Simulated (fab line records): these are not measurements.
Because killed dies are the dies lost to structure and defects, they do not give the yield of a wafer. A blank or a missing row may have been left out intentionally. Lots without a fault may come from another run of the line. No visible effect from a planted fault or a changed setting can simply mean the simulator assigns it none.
fab line records	flow nandHarc
record lots=5	wafers=15	lastDay=24
route steps=1159 shown A_M1@1036 A_BONDPAD@1059 END@1159
lots that met no fault: from a run of the same line without faults
startH: hours from the record's first day to the start of the lot's first wafer shown	waitH: time in hours since the lot's previous step	" identical to the entry in the row above	L1.1+2: a row that stands for several wafers	- no value, or no start given	* or withheld: withheld	< > ~ a bound
route shown NAME@n: a module of which the file shows steps, and the number in the route of the first	usual: the fault-free wafers' mean and standard deviation	same: alike in all rows	chamber/n: place in a boat	sites: per-site readings	_std_site: their standard deviation	_edge_site: the outer-site mean with the inner-site mean subtracted	radiusMm: for every site, how far away it sits from the centre of the wafer	mask NAME#n: copy n	behind: the tool/chamber that last shaped the wafer	hold: why the lot was held/for how many hours/how that ended	device: the n, p or np transistor that did not switch	end of line: the tests these same wafers got at the end of their route	for a step that has no rows: nothing shown but its recipe	killed: the dies lost at the first sort to structure and to defects; this is not the yield of the wafer	map: a wafer's dies, x killed, . not, _ none there
set.NAME: setting as actually run; set.NAME@STEP: the setting as run at that earlier step	model.NAME: the simulator's own value behind a step, which no gauge read
a table for each step, a row for each wafer; lots at some steps of the route
services: from which hour (startH, from the record's first day; less than 0 if before it) a tool's chamber was out of use, for how many hours, and why
## steps
# step NHARC_A_M1_CD_MEAS_09
# recipe targetCdNm=120	landingEnergyEv=500
# usual cdNm=120.0/0.58
lot.wafer	tool	chamber	startH	waitH	cdNm
L710.2	cdSem-01	0	398.49	-	120.4
L710.3	"	0	"	"	121.2
L710.6	"	0	"	"	121.0
L713.1	cdSem-03	0	404.40	-	120.9
L713.2	"	0	"	"	121.3
L713.5	"	0	"	"	120.5
L715.1	cdSem-02	0	425.55	-	119.3
L715.4	"	0	"	"	120.0
L715.6	"	0	"	"	119.4
L727.1	cdSem-02	0	514.85	-	119.0
L727.3	"	0	"	"	120.2
L727.5	"	0	"	"	119.7
L731.1	cdSem-01	0	528.88	-	119.6
L731.3	"	0	"	"	119.4
L731.4	"	0	"	"	119.3
# step NHARC_A_M1_OVL_MEAS_10
# recipe pitchNm=240
# usual overlayXNm=0.1/0.96	overlayYNm=-0.3/0.85
lot.wafer	tool	chamber	startH	waitH	overlayXNm	overlayYNm
L710.2	overlay-02	-	398.58	-	-1.0	0.3
L710.3	"	-	"	"	-0.9	-0.5
L710.6	"	-	"	"	-0.8	-0.4
L713.1	overlay-01	-	404.49	-	-0.9	-1.9
L713.2	"	-	"	"	-0.7	-1.0
L713.5	"	-	"	"	-0.6	-1.4
L715.1	overlay-01	-	425.64	-	2.1	-1.2
L715.4	"	-	"	"	1.5	-1.1
L715.6	"	-	"	"	1.8	-1.0
L727.1	overlay-02	-	514.94	-	-0.8	-1.0
L727.3	"	-	"	"	-0.4	-0.7
L727.5	"	-	"	"	-0.3	-0.3
L731.1	overlay-01	-	528.97	-	0.5	-1.2
L731.3	"	-	"	"	-0.6	-0.9
L731.4	"	-	"	"	-0.2	-0.3
# step NHARC_A_M1_INSPECT_11
# usual rawDefectCount=30/14
lot.wafer	tool	chamber	startH	waitH	rawDefectCount
L710.2	defectInspect-01	-	398.62	0.0	18
L710.3	"	-	"	"	14
L710.6	"	-	"	"	13
L713.1	defectInspect-01	-	404.54	0.1	15
L713.2	"	-	"	"	15
L713.5	"	-	"	"	12
L715.1	defectInspect-02	-	425.68	0.0	38
L715.4	"	-	"	"	44
L715.6	"	-	"	"	32
L727.1	defectInspect-01	-	514.97	0.0	53
L727.3	"	-	"	"	43
L727.5	"	-	"	"	57
L731.1	defectInspect-02	-	529.00	0.0	40
L731.3	"	-	"	"	33
L731.4	"	-	"	"	37
# step NHARC_A_M1_DESCUM_14
# recipe timeS=3	o2FlowSccm=200	arFlowSccm=0	biasPowerW=0	chemistry=O2
# step NHARC_A_M1_ETCH_35
# recipe targetDepthA=400	overetchA=120	timeS=43.94	ionEnergyEv=200	n2FlowSccm=150	h2FlowSccm=150	arFlowSccm=0	rfW=400	biasW=150	chemistry=N2/H2
# step NHARC_A_M1_ETCH_15
# recipe targetDepthA=1825	timeS=91.2	c4f8FlowSccm=withheld	arFlowSccm=400	rfW=600	biasW=300	chemistry=C4F8/Ar
# usual oesProductAu=0.959/0.018	rfVppV=441.6/2.1
lot.wafer	tool	chamber	startH	waitH	oesProductAu	rfHoursCounterH	rfVppV
L710.3	rieDiel-02	2	-	-	0.950	1	441.7
L710.2	"	3	"	"	0.967	1	439.7
L710.6	"	0	"	"	0.979	-	441.6
L713.2	rieDiel-11	1	-	-	0.971	2	437.4
L713.1	"	3	"	"	0.956	2	442.4
L713.5	"	1	"	"	0.982	-	438.6
L715.1	rieDiel-11	3	-	-	0.940	3	442.0
L715.4	"	0	"	"	0.955	3	440.8
L715.6	"	2	"	"	0.953	-	445.0
L727.3	rieDiel-03	1	-	-	0.931	7	441.8
L727.1	"	3	"	"	0.918	8	444.4
L727.5	"	1	"	"	0.928	-	440.7
L731.3	rieDiel-11	2	-	-	0.926	14	443.6
L731.4	"	3	"	"	0.914	13	441.6
L731.1	"	1	"	"	0.921	13	439.0
# step NHARC_A_M1_CD_MEAS_16
# usual cdNm=119.8/0.72
lot.wafer	tool	chamber	startH	waitH	cdNm
L710.2	cdSem-01	-	398.99	-	120.3
L710.3	"	-	"	"	121.1
L710.6	"	-	"	"	120.8
L713.1	cdSem-03	-	404.91	-	121.2
L713.2	"	-	"	"	121.0
L713.5	"	-	"	"	120.6
L715.1	cdSem-03	-	426.04	-	119.2
L715.4	"	-	"	"	119.5
L715.6	"	-	"	"	119.8
L727.1	cdSem-03	-	515.34	-	118.5
L727.3	"	-	"	"	120.1
L727.5	"	-	"	"	119.9
L731.1	cdSem-02	-	529.37	-	119.7
L731.3	"	-	"	"	119.5
L731.4	"	-	"	"	119.1
# step NHARC_A_M1_STRIP_18
# recipe powerW=1000	n2FlowSccm=150	h2FlowSccm=150	arFlowSccm=0	biasW=0	chemistry=N2/H2
# usual drypumpMotorCurrentA=6.03/0.23	oesProductAu=1.001/0.0071	rfVppV=90.7/0.93	showerheadPlenumPTorr=2.06/0.073	throttleValvePct=14.172/0.0088
lot.wafer	tool	chamber	startH	waitH	drypumpMotorCurrentA	oesProductAu	rfHoursCounterH	rfVppV	showerheadPlenumPTorr	throttleValvePct
L710.3	rieDiel-11	0	399.08	0.1	6.08	1.001	2	90.2	2.01	14.174
L710.2	"	2	"	"	5.87	1.005	2	90.9	2.15	14.175
L710.6	"	0	"	"	6.09	1.010	-	90.6	2.01	14.181
L713.2	rieDiel-11	0	404.98	0.1	6.06	1.007	2	90.5	2.01	14.176
L713.1	"	2	"	"	5.90	1.011	2	91.1	2.15	14.152
L713.5	"	1	"	"	6.24	0.997	-	91.3	1.95	14.169
L715.4	rieDiel-03	1	426.12	0.1	6.14	0.999	1	90.2	2.08	14.194
L715.1	"	0	"	"	5.71	0.996	2	90.3	2.03	14.168
L715.6	"	1	"	"	6.15	0.998	-	90.6	2.08	14.181
L727.3	rieDiel-11	1	515.41	0.1	6.24	0.999	12	88.8	1.95	14.170
L727.1	"	3	"	"	6.04	0.991	11	92.5	2.11	14.183
L727.5	"	1	"	"	6.27	0.987	-	87.9	1.95	14.165
L731.1	rieDiel-11	0	529.47	0.1	6.07	1.005	12	90.6	2.01	14.178
L731.3	"	1	"	"	6.24	0.997	13	90.2	1.95	14.154
L731.4	"	2	"	"	5.93	1.006	14	91.7	2.15	14.192
# step NHARC_A_M1_ETCH_28
# recipe targetDepthA=300	overEtchFrac=0.3	timeS=72.99	ionEnergyEv=150	cf4FlowSccm=50	n2FlowSccm=100	arFlowSccm=150	rfW=300	biasW=100	chemistry=CF4/N2
# step NHARC_A_M1_STRIP_19
# recipe timeS=600	tempC=30	chemistry=postEtchResidueRemover
# step NHARC_A_M1_DEGAS_29
# recipe tempC=250	timeS=60
# step NHARC_A_M1_PRE_CLEAN_30
# recipe timeS=30	tempC=280	gas=H2/He
# step NHARC_A_M1_PVD_20
# recipe targetThkA=50	biasV=168.6	powerW=15000	chamberPressurePa=0.12	timeS=8.06	substrateTempC=50	material=TaN
# usual throttleValvePct=30.1/1.2
lot.wafer	tool	chamber	startH	waitH	throttleValvePct
L710.2	pvdSputter-01	-	399.81	-	30.2
L710.3	"	-	"	"	32.2
L710.6	"	-	"	"	30.0
L713.1	pvdSputter-02	-	405.76	-	30.2
L713.2	"	-	"	"	30.6
L713.5	"	-	"	"	31.1
L715.4	pvdSputter-01	-	426.90	-	29.9
L715.1	"	-	"	"	30.1
L715.6	"	-	"	"	28.8
L727.1	pvdSputter-02	-	516.17	-	31.1
L727.3	"	-	"	"	28.8
L727.5	"	-	"	"	31.0
L731.1	pvdSputter-01	-	530.20	-	30.3
L731.3	"	-	"	"	30.2
L731.4	"	-	"	"	31.2
# step NHARC_A_M1_PVD_21
# recipe targetThkA=300	chamberPressurePa=5	powerW=5000	substrateTempC=30	timeS=20.49	material=Cu
# step NHARC_A_M1_ECD_22
# recipe targetThkA=4000	bathTempC=25	material=Cu
# step NHARC_A_M1_ANNEAL_31
# recipe tempC=225	timeS=90
# usual wafer_temp_C_max=225.9/0.53
lot.wafer	tool	chamber	startH	waitH	wafer_temp_C_max
L710.2	rtpAnneal-01	0	400.49	0.4	226.5
L710.3	"	0	"	"	226.2
L710.6	"	0	"	"	226.7
L713.1	rtpAnneal-01	0	406.38	-	226.4
L713.2	"	0	"	"	226.0
L713.5	"	0	"	"	226.1
L715.1	rtpAnneal-02	0	427.53	0.4	225.8
L715.4	"	0	"	"	225.4
L715.6	"	0	"	"	225.3
L727.1	rtpAnneal-01	0	516.92	-	226.1
L727.3	"	0	"	"	226.1
L727.5	"	0	"	"	226.3
L731.1	rtpAnneal-01	0	530.92	-	226.6
L731.3	"	0	"	"	226.8
L731.4	"	0	"	"	226.9
# step NHARC_A_M1_CMP_23
# recipe tOverpolishS=20	targetThkNm=154.34
# step NHARC_A_M1_THK_MEAS_24
# recipe thkMeasGauge=xrf
# usual thkNm=154.2/1.3
lot.wafer	tool	chamber	startH	waitH	thkNm
L710.2	filmMetro-01	-	401.10	-	155.3
L710.3	"	-	"	"	154.1
L710.6	"	-	"	"	151.9
L713.1	filmMetro-01	-	407.05	-	155.4
L713.2	"	-	"	"	155.3
L713.5	"	-	"	"	153.9
L715.1	filmMetro-02	-	428.18	-	156.2
L715.4	"	-	"	"	152.6
L715.6	"	-	"	"	155.5
L727.1	filmMetro-01	-	517.58	-	156.7
L727.3	"	-	"	"	153.9
L727.5	"	-	"	"	153.4
L731.1	filmMetro-01	-	531.58	-	154.0
L731.3	"	-	"	"	153.2
L731.4	"	-	"	"	152.5
# step NHARC_A_M1_SRD_25
# step NHARC_A_M1_PRE_CLEAN_32
# recipe timeS=12	tempC=370	rfPowerW=300	gas=NH3
# step NHARC_A_M1_DEP_33
# recipe targetThkA=300	tempC=370	targetThkNm=30	pressureTorr=3	flowSccm=200	rfW=450	material=SiCN
# step NHARC_A_BONDPAD_DEP_00
# recipe targetThkA=2500	tempC=370	targetThkNm=250	pressureTorr=3	flowSccm=200	rfW=450	material=SiCN
# usual heaterPowerW=585/110	susceptorTempC=369.99/0.2
lot.wafer	tool	chamber	startH	waitH	heaterPowerW	susceptorTempC
L710.2	pecvd-03	1	401.95	-	487	369.70
L710.3	"	0	"	"	599	369.93
L710.6	"	1	"	"	498	369.90
L713.2	pecvd-02	0	-	-	582	369.62
L713.1	"	1	"	"	572	370.09
L713.5	"	0	"	"	612	369.76
L715.1	pecvd-03	2	429.10	-	443	369.89
L715.6	"	1	"	"	541	369.90
L715.4	"	0	"	"	578	370.23
L727.1	pecvd-03	1	519.29	-	536	369.89
L727.3	"	2	"	"	422	370.00
L727.5	"	1	"	"	545	369.70
L731.3	pecvd-03	2	532.72	-	461	370.12
L731.1	"	0	"	"	593	370.13
L731.4	"	0	"	"	588	369.93
# step NHARC_A_BONDPAD_CMP_29
# recipe targetThkNm=200	material=SiCN
# step NHARC_A_BONDPAD_THK_MEAS_30
# recipe thkMeasGauge=ellipsometry
# usual thkNm=200.3/1.3
lot.wafer	tool	chamber	startH	waitH	thkNm
L710.2	filmMetro-01	-	402.70	0.2	201.5
L710.3	"	-	"	"	201.8
L710.6	"	-	"	"	200.2
L713.1	filmMetro-01	-	408.56	0.2	199.6
L713.2	"	-	"	"	200.0
L713.5	"	-	"	"	201.0
L715.1	filmMetro-01	-	429.71	0.2	200.2
L715.4	"	-	"	"	199.8
L715.6	"	-	"	"	199.4
L727.1	filmMetro-01	-	519.95	0.2	201.1
L727.3	"	-	"	"	202.0
L727.5	"	-	"	"	202.2
L731.1	filmMetro-01	-	533.32	0.1	201.5
L731.3	"	-	"	"	200.0
L731.4	"	-	"	"	200.3
# step NHARC_A_BONDPAD_SRD_31
# step NHARC_A_BONDPAD_DEHYDRATE_01
# recipe tempC=150	timeS=120
# step NHARC_A_BONDPAD_HMDS_02
# recipe timeS=30
# step NHARC_A_BONDPAD_COAT_33
# recipe tempC=200	timeS=65
# step NHARC_A_BONDPAD_COAT_03
# recipe spinRpm=2000	resistThkNm=600
# step NHARC_A_BONDPAD_SOFTBAKE_04
# recipe tempC=125	timeS=70
# step NHARC_A_BONDPAD_EBR_05
# step NHARC_A_BONDPAD_EXPOSE_06
# recipe na=0.55	doseMj=36.99	maskId=A_BPAD
# step NHARC_A_BONDPAD_PEB_07
# recipe pebTempC=128	pebTimeS=80
# step NHARC_A_BONDPAD_DEVELOP_08
# recipe timeS=50	devTempC=22
# step NHARC_A_BONDPAD_CD_MEAS_09
# recipe targetCdNm=500	landingEnergyEv=500
# usual cdNm=499.8/1.4
lot.wafer	tool	chamber	startH	waitH	cdNm
L710.2	cdSem-03	0	403.27	-	501.2
L710.3	"	0	"	"	498.8
L710.6	"	0	"	"	500.0
L713.1	cdSem-02	0	409.13	-	501.6
L713.2	"	0	"	"	499.9
L713.5	"	0	"	"	500.1
L715.1	cdSem-03	0	430.27	-	497.3
L715.4	"	0	"	"	501.0
L715.6	"	0	"	"	498.0
L727.1	cdSem-01	0	520.52	-	501.9
L727.3	"	0	"	"	501.0
L727.5	"	0	"	"	502.5
L731.1	cdSem-01	0	533.76	-	499.9
L731.3	"	0	"	"	497.9
L731.4	"	0	"	"	498.3
# step NHARC_A_BONDPAD_OVL_MEAS_35
# usual overlayXNm=0/5.4	overlayYNm=-1/3.3
lot.wafer	tool	chamber	startH	waitH	overlayXNm	overlayYNm
L710.2	overlay-01	-	403.36	-	5	-2
L710.3	"	-	"	"	5	-3
L710.6	"	-	"	"	4	-2
L713.1	overlay-02	-	409.22	-	6	-6
L713.2	"	-	"	"	5	-6
L713.5	"	-	"	"	6	-6
L715.1	overlay-02	-	430.36	-	-6	-4
L715.4	"	-	"	"	-6	-3
L715.6	"	-	"	"	-6	-3
L727.1	overlay-02	-	520.61	-	4	-1
L727.3	"	-	"	"	5	-1
L727.5	"	-	"	"	4	-1
L731.1	overlay-01	-	533.85	-	5	-4
L731.3	"	-	"	"	5	-4
L731.4	"	-	"	"	5	-4
# step NHARC_A_BONDPAD_HARDBAKE_10
# recipe tempC=118	timeS=65
# step NHARC_A_BONDPAD_DESCUM_11
# recipe timeS=3	o2FlowSccm=200	arFlowSccm=0	biasPowerW=0	chemistry=O2
# step NHARC_A_BONDPAD_ETCH_34
# recipe targetDepthA=600	overetchA=180	timeS=65.91	ionEnergyEv=200	n2FlowSccm=150	h2FlowSccm=150	arFlowSccm=0	rfW=400	biasW=150	chemistry=N2/H2
# step NHARC_A_BONDPAD_ETCH_12
# recipe targetDepthA=2200	timeS=110	chf3FlowSccm=50	o2FlowSccm=10	arFlowSccm=200	rfW=500	biasW=200	chemistry=CHF3/O2
# usual drypumpMotorCurrentA=6.0/0.55	oesProductAu=0.948/0.021	rfVppV=372.3/2.2	showerheadPlenumPTorr=2.48/0.096	throttleValvePct=20.572/0.009
lot.wafer	tool	chamber	startH	waitH	drypumpMotorCurrentA	oesProductAu	rfHoursCounterH	rfVppV	showerheadPlenumPTorr	throttleValvePct
L710.3	rieDiel-13	2	-	-	6.0	0.922	4	373.7	2.52	20.584
L710.2	"	0	"	"	6.8	0.929	4	374.5	2.55	20.559
L710.6	"	1	"	"	5.9	0.934	-	370.3	2.36	20.579
L713.2	rieDiel-13	0	-	-	6.8	0.910	5	374.8	2.55	20.568
L713.1	"	2	"	"	6.0	0.907	5	372.9	2.52	20.546
L713.5	"	2	"	"	6.1	0.925	-	374.2	2.52	20.579
L715.1	rieDiel-13	3	-	-	6.0	0.977	6	374.2	2.58	20.565
L715.4	"	2	"	"	6.1	0.960	6	374.3	2.52	20.595
L715.6	"	0	"	"	6.8	0.964	-	373.9	2.55	20.573
L727.3	rieDiel-04	3	-	-	6.7	0.947	17	368.0	2.27	20.575
L727.1	"	0	"	"	5.9	0.932	15	371.3	2.43	20.571
L727.5	"	2	"	"	5.4	0.940	-	369.5	2.35	20.584
L731.3	rieDiel-04	2	-	-	5.4	0.960	24	371.0	2.35	20.573
L731.1	"	3	"	"	6.7	0.955	22	368.0	2.27	20.566
L731.4	"	1	"	"	5.0	0.948	21	370.6	2.35	20.578
# step NHARC_END_SORT_01
# recipe tempC=25
# usual defectLimitedYield=95.6/1.7	killedAtArray=27/11	killedAtOther=0.7/0.93	killedAtPeriphery=2.9/1.9	killedDies=30/11	killedOpen=3.1/1.7	killedShort=1.9/1.3	sort_bin_2_pct=1.4/0.68	sort_bin_3_pct=0.28/0.25	sort_bin_4_pct=2.8/1.1	sortNPass=647/11	sortRimYieldPct=95.4/2.7	sortYieldPct=95.6/1.7
# same grossDies=677	sort_bin_5_pct[%]=0	sort_bin_6_pct[%]=0	sort_bin_7_pct[%]=0	sort_bin_8_pct[%]=0	sortRimNGross=106.00
lot.wafer	tool	chamber	startH	waitH	defectLimitedYield[%]	killedAtArray	killedAtOther	killedAtPeriphery	killedDies	killedOpen	killedShort	sort_bin_2_pct[%]	sort_bin_3_pct[%]	sort_bin_4_pct[%]	sortNPass	sortRimYieldPct[%]	sortYieldPct[%]
L715.1	prober-01	0	463.74	2.5	95.0	31	2	1	34	3	3	2.2	0.30	2.5	643	94.3	95.0
L715.4	prober-01	0	466.14	3.4	92.9	42	1	5	48	2	4	2.5	0.15	4.4	629	95.3	92.9
L715.6	prober-01	0	467.74	4.0	95.3	31	0	1	32	1	3	2.4	0	2.4	645	92.5	95.3
L727.3	prober-02	0	551.28	3.1	87.7	79	2	2	83	4	3	4.7	2.66	4.9	594	79.2	87.7
L731.3	prober-01	0	569.17	3.1	95.6	26	0	4	30	3	1	1.6	0.30	2.5	647	93.4	95.6
# killed by level:class
L715.1 A_CHANNEL_HOLE_D1:chamberFilmFlake=10 A_SLIT:chamberFilmFlake=9 A_STAIRCASE:chamberFilmFlake=3 A_ONON_D1:geometricParticle:short=2 A_ONON_D1:geometricParticle:open=2 THIN_TSV:chamberFilmFlake=2 A_WL_FILL:chamberFilmFlake=2 A_CHANNEL_FILL_D1:geometricParticle:short=1
L715.4 A_CHANNEL_HOLE_D1:chamberFilmFlake=13 A_SLIT:chamberFilmFlake=12 A_STAIRCASE:chamberFilmFlake=10 A_CONTACT:chamberFilmFlake=3 A_SGD_CUT:geometricParticle:short=2 P_M0:geometricParticle:short=1 P_M0:geometricParticle:open=1 A_CHANNEL_HOLE_D1:geometricParticle:short=1
L715.6 A_CHANNEL_HOLE_D1:chamberFilmFlake=15 A_SLIT:chamberFilmFlake=10 A_CONTACT:chamberFilmFlake=2 P_STI:geometricParticle:short=1 A_CHANNEL_FILL_D1:geometricParticle:short=1 A_CHANNEL_FILL_D1:geometricParticle:open=1 A_CONTACT:geometricParticle:short=1 A_WL_FILL:chamberFilmFlake=1
L727.3 A_M1:unspecified=39 A_CHANNEL_HOLE_D1:chamberFilmFlake=20 A_SLIT:chamberFilmFlake=14 A_CHANNEL_FILL_D1:geometricParticle:short=3 THIN_TSV:chamberFilmFlake=2 P_M1:geometricParticle:open=1 A_ONON_D1:geometricParticle:open=1 A_CHANNEL_HOLE_D1:geometricParticle:open=1
L731.3 A_CHANNEL_HOLE_D1:chamberFilmFlake=21 P_M0:geometricParticle:short=1 P_M0:geometricParticle:open=1 A_ONON_D1:geometricParticle:open=1 A_CHANNEL_FILL_D1:geometricParticle:open=1 P_STI:chamberFilmFlake=1 P_BONDPAD:chamberFilmFlake=1 A_CHANNEL_FILL_D1:chamberFilmFlake=1
# map L727.3 (x killed, . not)
____________.____________
_________x......_________
_______xxx........_______
______xxxx.........______
_____xxxxx.........._____
____xxxxx............____
____xxxxxx...........____
___xxxxxx............x___
___xxxxx..............___
__.xxxx...............x__
__.....................__
_..x......x............._
_..........x............_
_.......xx.............x_
_.....x..x.xx..........._
_..........xx..........._
.........x.x............x
...x.......x.............
.x..x....................
..x......................
x.xx........x..x.........
_.xx...................._
_.xxxx.................._
_xxxx..................._
_xx..x.................._
_.x....................._
__x....................__
__.....................__
___..........x........___
___...................___
____.................____
____.................____
_____...x..........._____
______.............______
_______..........._______
_________......._________
____________.____________
# map L713.1 (x killed, . not)
____________.____________
_________......._________
_______..x........_______
______.............______
_____..............._____
____.................____
____.................____
___...................___
___.x.................___
__.....................__
__.....................__
_.....xxx.....x........._
_..x..x......x.........._
_............x.........._
_.................x....._
_.x................x...._
.x....x..................
.......x.....x...........
x.............x..........
.........................
.........................
_.x....................._
_......................._
_x...................x.._
_.....x................._
_.....x................._
__.....................__
__.....................__
___...................___
___..................x___
____.................____
____.x...............____
_____..............._____
______.............______
_______..........._______
_________......._________
____________.____________
## services
tool	chamber	startH	hours	kind
rieDiel-11	0	375.59	-	clean
rieDiel-03	-	392.30	9.0	pm
pvdSputter-02	-	393.13	10.0	pm
rieDiel-13	1	407.02	9.5	repair
rieDiel-04	2	418.50	1.2	repair
pvdSputter-01	-	441.71	2.4	repair
pecvd-03	-	442.50	0.2	repair
rieDiel-13	1	452.23	32.5	repair
rieDiel-13	-	453.00	9.0	pm
rieDiel-04	-	466.02	9.0	pm
pecvd-02	0	471.69	7.4	repair
pecvd-03	-	473.21	13.0	pm
rieDiel-11	2	474.17	2.4	repair
pecvd-02	-	482.18	2.3	repair
rieDiel-04	-	490.87	0.7	repair
rieDiel-13	3	494.63	3.7	repair
rieDiel-11	1	494.93	3.2	repair
rieDiel-04	-	501.97	2.3	repair
rieDiel-02	-	504.70	9.0	pm
rieDiel-11	-	511.81	0.2	repair
pvdSputter-01	-	514.00	10.0	pm
pecvd-02	-	515.28	13.0	pm
rieDiel-03	2	516.17	1.5	repair
rieDiel-02	2	529.06	3.7	repair
## key
firstSign step=NHARC_END_SORT_01	reading=killedAtArray	direction=up	sigmas=4.8	usual=27	struck=79
effect step=NHARC_END_SORT_01	reading=defectLimitedYield	direction=down	sigmas=4.7	usual=95.6	struck=87.7
moreKillsBornAt NHARC_A_M1_PVD_20@pvdSputter-02=39
metAt NHARC_A_M1_PVD_20
struckWafers L727.3
fault kind=chamberParticleSource	tool=pvdSputter-02	chamber=-	onsetH=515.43	steps=NHARC_A_M1_PVD_20	ratePerVisitCm2=1.4611	endH=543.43	scope=struckWafersOnly
